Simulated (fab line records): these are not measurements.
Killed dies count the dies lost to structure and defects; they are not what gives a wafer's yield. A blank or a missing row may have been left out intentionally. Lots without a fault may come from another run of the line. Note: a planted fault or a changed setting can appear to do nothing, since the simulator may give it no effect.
Which of the tools did it?	flow n5-finfet	Sampling: 24 lots, 72 wafers, 6 of 1938 route steps

WHAT THE GAUGES READ, wafer by wafer
N5_BEOL_M14_INSPECT_55: inspects for defects (darkfield). Usual: raw-defect-count reads 73 (standard deviation 29).
lot	measured	on	raw-defect-count	flag
L075	day 10 20:16	defect-inspect-01	147 164 93	
L074	day 11 00:49	defect-inspect-02	39 58 67	
L076	day 11 12:15	defect-inspect-01	87 68 51	
L078	day 11 16:34	defect-inspect-01	53 64 48	
L077	day 11 16:50	defect-inspect-02	53 38 80	
L079	day 11 20:47	defect-inspect-02	66 41 32	
L080	day 11 21:05	defect-inspect-02	64 50 65	
L081	day 12 03:53	defect-inspect-02	66 82 78	
L082	day 12 21:26	defect-inspect-02	68 36 63	
L083	day 12 21:27	defect-inspect-01	66 63 43	
L084	day 13 01:02	defect-inspect-02	76 79 67	
L085	day 13 04:32	defect-inspect-02	173 158 148	
L087	day 16 22:54	defect-inspect-02	61 24 75	
L086	day 17 02:03	defect-inspect-02	59 50 79	
L088	day 17 13:39	defect-inspect-01	73 91 87	
L089	day 17 14:09	defect-inspect-02	55 113 69	
L093	day 17 18:15	defect-inspect-01	107 70 92	
L096	day 17 18:58	defect-inspect-02	83 55 49	
L094	day 17 20:55	defect-inspect-02	88 134 134	
L091	day 17 21:26	defect-inspect-02	108 87 101	
L095	day 18 15:32	defect-inspect-01	51 49 44	
L090	day 19 03:18	defect-inspect-01	61 69 73	
L097	day 19 03:50	defect-inspect-01	75 35 45	
L092	day 19 06:40	defect-inspect-02	101 50 62	

N5_BEOL_M15_CD_MEAS_10: the cd target is 360 nm. Usual: cd-nm reads 361.4 nm (standard deviation 1.7).
lot	measured	on	cd-nm (nm)	flag
L075	day 10 20:51	cd-sem-03	360.4 360.9 360.7	
L074	day 11 01:32	cd-sem-03	363.0 360.7 357.5	
L076	day 11 12:52	cd-sem-02	361.8 363.4 362.7	
L078	day 11 17:16	cd-sem-03	363.8 359.9 362.6	
L077	day 11 17:26	cd-sem-03	359.9 363.3 364.0	
L079	day 11 21:22	cd-sem-02	360.5 359.6 363.2	
L080	day 11 21:47	cd-sem-03	363.4 362.1 360.5	
L081	day 12 04:36	cd-sem-02	360.5 360.7 361.3	
L082	day 12 22:09	cd-sem-01	362.1 359.3 355.7	
L083	day 12 22:19	cd-sem-03	361.8 360.7 359.9	
L084	day 13 01:37	cd-sem-03	362.2 359.9 358.3	
L085	day 13 05:15	cd-sem-03	359.7 358.0 363.9	
L087	day 16 23:37	cd-sem-03	362.2 362.2 362.7	
L086	day 17 02:59	cd-sem-03	360.3 360.8 361.5	
L088	day 17 14:22	cd-sem-02	360.7 359.7 362.0	
L089	day 17 14:58	cd-sem-02	362.6 361.7 361.8	
L093	day 17 18:58	cd-sem-03	357.9 358.5 362.7	
L096	day 17 19:40	cd-sem-03	362.7 359.2 363.3	
L094	day 17 21:31	cd-sem-02	362.4 363.8 361.9	
L091	day 17 22:08	cd-sem-03	362.2 360.9 362.2	
L095	day 18 16:15	cd-sem-03	362.6 359.5 361.9	
L090	day 19 03:53	cd-sem-01	363.3 360.5 364.1	
L097	day 19 04:26	cd-sem-01	363.2 362.6 362.3	
L092	day 19 07:23	cd-sem-03	364.5 361.5 363.8	

WHICH TOOL RAN EACH LOT (tool, then ch and the chambers of the sampled wafers, then the start)
lot	N5_BEOL_M14_DESCUM_15	N5_BEOL_M14_VIA_ETCH_16	N5_BEOL_M14_DEGAS_41	N5_BEOL_M14_SPUTTER_45
L075	rie-diel-06 ch 0,2, day 10 16:47	rie-diel-06 ch 0,2, day 10 16:52	pvd-sputter-01, day 10 18:43	pvd-sputter-01, day 10 18:58
L074	rie-diel-05 ch 1,2, day 10 21:32	rie-diel-05 ch 1,2, day 10 21:37	pvd-sputter-03, day 10 23:29	pvd-sputter-03, day 10 23:45
L076	rie-diel-05 ch 2,3, day 11 08:38	rie-diel-05 ch 2,3, day 11 08:43	pvd-sputter-03, day 11 10:55	pvd-sputter-03, day 11 11:09
L078	rie-diel-01 ch 0,1,2, day 11 12:16	rie-diel-01 ch 0,1,2, day 11 12:21	pvd-sputter-03, day 11 15:16	pvd-sputter-03, day 11 15:31
L077	rie-diel-01 ch 0,2,3, day 11 12:50	rie-diel-01 ch 0,2,3, day 11 12:56	pvd-sputter-01, day 11 15:31	pvd-sputter-01, day 11 15:45
L079	rie-diel-05 ch 2,3, day 11 16:04	rie-diel-05 ch 2,3, day 11 16:10	pvd-sputter-02, day 11 19:19	pvd-sputter-02, day 11 19:33
L080	rie-diel-06 ch 1,2,3, day 11 16:53	rie-diel-06 ch 1,2,3, day 11 16:58	pvd-sputter-03, day 11 19:42	pvd-sputter-03, day 11 19:56
L081	rie-diel-01 ch 1,2,3, day 11 21:58	rie-diel-01 ch 1,2,3, day 11 22:03	pvd-sputter-02, day 12 02:35	pvd-sputter-02, day 12 02:49
L082	rie-diel-05 ch 1,2,3, day 12 16:26	rie-diel-05 ch 1,2,3, day 12 16:32	pvd-sputter-02, day 12 19:58	pvd-sputter-02, day 12 20:13
L083	rie-diel-01 ch 0,1, day 12 16:56	rie-diel-01 ch 0,1, day 12 17:01	pvd-sputter-03, day 12 20:08	pvd-sputter-03, day 12 20:23
L084	rie-diel-05 ch 0,2, day 12 19:23	rie-diel-05 ch 0,2, day 12 19:28	pvd-sputter-02, day 12 23:42	pvd-sputter-02, day 12 23:56
L085	rie-diel-05 ch 2,3, day 13 00:44	rie-diel-05 ch 2,3, day 13 00:49	pvd-sputter-01, day 13 03:13	pvd-sputter-01, day 13 03:27
L087	rie-diel-06 ch 1,2, day 16 17:22	rie-diel-06 ch 1,2, day 16 17:27	pvd-sputter-03, day 16 21:37	pvd-sputter-03, day 16 21:51
L086	rie-diel-01 ch 1,2, day 16 22:37	rie-diel-01 ch 1,2, day 16 22:42	pvd-sputter-01, day 17 00:45	pvd-sputter-01, day 17 00:59
L088	rie-diel-06 ch 1,2,3, day 17 07:02	rie-diel-06 ch 1,2,3, day 17 07:07	pvd-sputter-01, day 17 12:20	pvd-sputter-01, day 17 12:35
L089	rie-diel-01 ch 2,3, day 17 07:27	rie-diel-01 ch 2,3, day 17 07:32	pvd-sputter-02, day 17 12:41	pvd-sputter-02, day 17 12:56
L093	rie-diel-05 ch 0,1, day 17 11:37	rie-diel-05 ch 0,1, day 17 11:42	pvd-sputter-01, day 17 16:56	pvd-sputter-01, day 17 17:11
L096	rie-diel-05 ch 0,1,2, day 17 12:22	rie-diel-05 ch 0,1,2, day 17 12:27	pvd-sputter-01, day 17 17:25	pvd-sputter-01, day 17 17:40
L094	rie-diel-01 ch 0,1,2, day 17 13:12	rie-diel-01 ch 0,1,2, day 17 13:17	pvd-sputter-02, day 17 19:25	pvd-sputter-02, day 17 19:40
L091	rie-diel-05 ch 0,1, day 17 14:07	rie-diel-05 ch 0,1, day 17 14:13	pvd-sputter-01, day 17 20:08	pvd-sputter-01, day 17 20:23
L095	rie-diel-01 ch 0,1, day 17 22:50	rie-diel-01 ch 0,1, day 17 22:55	pvd-sputter-03, day 18 14:14	pvd-sputter-03, day 18 14:29
L090	rie-diel-05 ch 0,3, day 17 23:22	rie-diel-05 ch 0,3, day 17 23:27	pvd-sputter-02, day 19 01:44	pvd-sputter-02, day 19 01:58
L097	rie-diel-06 ch 1,2,3, day 18 04:30	rie-diel-06 ch 1,2,3, day 18 04:35	pvd-sputter-02, day 19 02:05	pvd-sputter-02, day 19 02:20
L092	rie-diel-05 ch 0,1,2, day 18 10:44	rie-diel-05 ch 0,1,2, day 18 10:50	pvd-sputter-01, day 19 05:22	pvd-sputter-01, day 19 05:36
- N5_BEOL_M14_DESCUM_15: chemistry O2, time 7.9 s.
- N5_BEOL_M14_VIA_ETCH_16: etches SiO2 in C4F8/O2/Ar, target depth 1231.3 nm.
- N5_BEOL_M14_DEGAS_41: time 60 s.
- N5_BEOL_M14_SPUTTER_45: material Cu, target thk 100 nm, time 16.67 s.

WHAT THE TOOLS THEMSELVES READ (means of the sampled wafers that have a number; where no wafer has one, the mark that the record gives instead)
N5_BEOL_M14_DESCUM_15. Usual: bias-power-w 20.00 W, standard deviation 0.06; drypump-motor-current-A 5.8 A, standard deviation 0.46; o2-flow-sccm 224.8 sccm, standard deviation 0.64; oes-product-au 0.82 a.u., standard deviation 0.073; rf-vpp-V 243.0 V, standard deviation 1.2; showerhead-plenum-p-Torr 2.09 Torr, standard deviation 0.063; throttle-valve-pct 20.35 %, standard deviation 0.23.
lot	tool	bias-power-w (W)	drypump-motor-current-A (A)	o2-flow-sccm (sccm)	oes-product-au (a.u.)	rf-vpp-V (V)	showerhead-plenum-p-Torr (Torr)	throttle-valve-pct (%)	flag
L075	rie-diel-06	19.94	5.2	224.6	0.81	243.3	2.12	20.35	
L074	rie-diel-05	19.90	5.9	224.7	0.76	241.9	2.04	20.56	
L076	rie-diel-05	20.04	6.5	224.9	0.89	242.0	2.08	20.09	
L078	rie-diel-01	20.05	5.7	224.6	0.84	243.7	2.10	20.30	
L077	rie-diel-01	20.05	5.7	224.8	0.81	243.7	2.09	20.41	
L079	rie-diel-05	19.97	6.3	225.2	0.89	243.3	2.10	20.12	
L080	rie-diel-06	20.00	5.2	224.7	0.81	242.6	2.05	20.47	
L081	rie-diel-01	20.00	5.8	225.5	0.79	241.7	2.08	20.46	
L082	rie-diel-05	20.05	6.2	224.3	0.80	242.4	2.05	20.35	
L083	rie-diel-01	20.02	5.9	224.7	0.82	244.0	2.12	20.21	
L084	rie-diel-05	20.01	6.0	224.6	0.91	243.2	2.11	20.21	
L085	rie-diel-05	19.97	6.3	224.7	0.87	244.0	2.10	20.15	
L087	rie-diel-06	20.04	5.1	225.1	0.88	244.2	2.17	20.32	
L086	rie-diel-01	19.97	5.6	224.6	0.78	242.8	2.05	20.53	
L088	rie-diel-06	19.95	5.2	225.0	0.84	242.9	2.12	20.39	
L089	rie-diel-01	19.98	5.6	224.4	0.76	242.8	2.04	20.64	
L093	rie-diel-05	20.02	5.8	225.5	0.90	244.0	2.18	20.41	
L096	rie-diel-05	19.98	5.9	225.1	0.87	243.6	2.14	20.34	
L094	rie-diel-01	20.00	5.7	224.9	0.79	243.1	2.08	20.37	
L091	rie-diel-05	20.03	5.7	225.2	0.87	242.4	2.11	20.40	
L095	rie-diel-01	19.96	5.9	225.7	0.80	243.1	2.12	20.22	
L090	rie-diel-05	20.07	6.3	224.5	0.81	241.8	2.04	20.23	
L097	rie-diel-06	20.01	5.2	225.4	0.85	243.4	2.12	20.41	
L092	rie-diel-05	20.09	5.9	224.4	0.86	243.6	2.13	20.35	

N5_BEOL_M14_VIA_ETCH_16. Usual: C4F8_flow_sccm 16.01 sccm, standard deviation 0.048; drypump-motor-current-A 5.8 A, standard deviation 0.47; oes-product-au 0.74 a.u., standard deviation 0.066; rf-vpp-V 2227 V, standard deviation 34; showerhead-plenum-p-Torr 3.43 Torr, standard deviation 0.096; throttle-valve-pct 30.76 %, standard deviation 0.27.
lot	tool	C4F8_flow_sccm (sccm)	drypump-motor-current-A (A)	oes-product-au (a.u.)	rf-vpp-V (V)	showerhead-plenum-p-Torr (Torr)	throttle-valve-pct (%)	flag
L075	rie-diel-06	16.02	5.2	0.72	2238	3.47	30.72	
L074	rie-diel-05	15.98	5.9	0.68	2237	3.35	30.98	
L076	rie-diel-05	16.02	6.4	0.79	2250	3.41	30.55	
L078	rie-diel-01	15.99	5.7	0.75	2216	3.42	30.56	
L077	rie-diel-01	15.98	5.8	0.73	2209	3.42	30.81	
L079	rie-diel-05	16.00	6.3	0.80	2233	3.45	30.65	
L080	rie-diel-06	15.97	5.2	0.72	2205	3.35	30.83	
L081	rie-diel-01	16.03	5.8	0.71	2228	3.41	30.88	
L082	rie-diel-05	16.01	6.2	0.73	2243	3.37	30.78	
L083	rie-diel-01	16.05	5.9	0.74	2245	3.44	30.41	
L084	rie-diel-05	16.01	6.0	0.82	2209	3.46	30.82	
L085	rie-diel-05	16.02	6.3	0.79	2233	3.45	30.67	
L087	rie-diel-06	15.98	5.1	0.79	2228	3.57	30.80	
L086	rie-diel-01	16.04	5.6	0.69	2205	3.36	30.85	
L088	rie-diel-06	16.06	5.2	0.76	2215	3.46	30.79	
L089	rie-diel-01	16.00	5.6	0.69	2198	3.36	31.10	
L093	rie-diel-05	15.98	5.8	0.81	2250	3.55	30.90	
L096	rie-diel-05	16.00	5.8	0.80	2229	3.50	30.87	
L094	rie-diel-01	16.03	5.8	0.70	2214	3.39	30.60	
L091	rie-diel-05	16.01	5.7	0.80	2218	3.46	30.92	
L095	rie-diel-01	16.02	5.9	0.73	2222	3.44	30.38	
L090	rie-diel-05	16.00	6.3	0.74	2238	3.35	30.65	
L097	rie-diel-06	15.97	5.2	0.76	2215	3.46	30.80	
L092	rie-diel-05	16.05	5.9	0.78	2227	3.50	30.87	

N5_BEOL_M14_DEGAS_41. Usual: heater-power-w reads 475 W (standard deviation 37).
lot	tool	heater-power-w (W)	flag
L075	pvd-sputter-01	467	
L074	pvd-sputter-03	484	
L076	pvd-sputter-03	491	
L078	pvd-sputter-03	490	
L077	pvd-sputter-01	490	
L079	pvd-sputter-02	457	
L080	pvd-sputter-03	496	
L081	pvd-sputter-02	471	
L082	pvd-sputter-02	452	
L083	pvd-sputter-03	513	
L084	pvd-sputter-02	469	
L085	pvd-sputter-01	442	
L087	pvd-sputter-03	491	
L086	pvd-sputter-01	465	
L088	pvd-sputter-01	455	
L089	pvd-sputter-02	459	
L093	pvd-sputter-01	486	
L096	pvd-sputter-01	487	
L094	pvd-sputter-02	466	
L091	pvd-sputter-01	476	
L095	pvd-sputter-03	466	
L090	pvd-sputter-02	465	
L097	pvd-sputter-02	461	
L092	pvd-sputter-01	472	

N5_BEOL_M14_SPUTTER_45. Usual: throttle-valve-pct reads 30.2 % (standard deviation 1.1).
lot	tool	throttle-valve-pct (%)	flag
L075	pvd-sputter-01	31.0	
L074	pvd-sputter-03	30.4	
L076	pvd-sputter-03	30.1	
L078	pvd-sputter-03	30.2	
L077	pvd-sputter-01	31.1	
L079	pvd-sputter-02	30.0	
L080	pvd-sputter-03	30.1	
L081	pvd-sputter-02	30.1	
L082	pvd-sputter-02	30.7	
L083	pvd-sputter-03	30.4	
L084	pvd-sputter-02	29.5	
L085	pvd-sputter-01	29.8	
L087	pvd-sputter-03	30.0	
L086	pvd-sputter-01	30.6	
L088	pvd-sputter-01	29.9	
L089	pvd-sputter-02	30.4	
L093	pvd-sputter-01	31.2	
L096	pvd-sputter-01	31.2	
L094	pvd-sputter-02	29.3	
L091	pvd-sputter-01	30.2	
L095	pvd-sputter-03	30.0	
L090	pvd-sputter-02	29.9	
L097	pvd-sputter-02	30.7	
L092	pvd-sputter-01	30.3	

THE ANSWER, worked out from the rows above alone
Rule: a lot counts as off when the mean over its wafers that have a number is more than 3 standard deviations away from the usual mean. Also off: a lot with no number at a reading for which 4 or more lots have one. All remaining lots with rows at the step are treated as sound. First the gauges in route order, then the tools' own readings, where a lot's mean is used as printed above. At the first step where some lot is off, the reading lying furthest off is the one used; lots without a number count as furthest.
Across all readings shown, no lot is off: no conclusion can be drawn from this.

WHAT THE SIMULATOR HAD INSERTED
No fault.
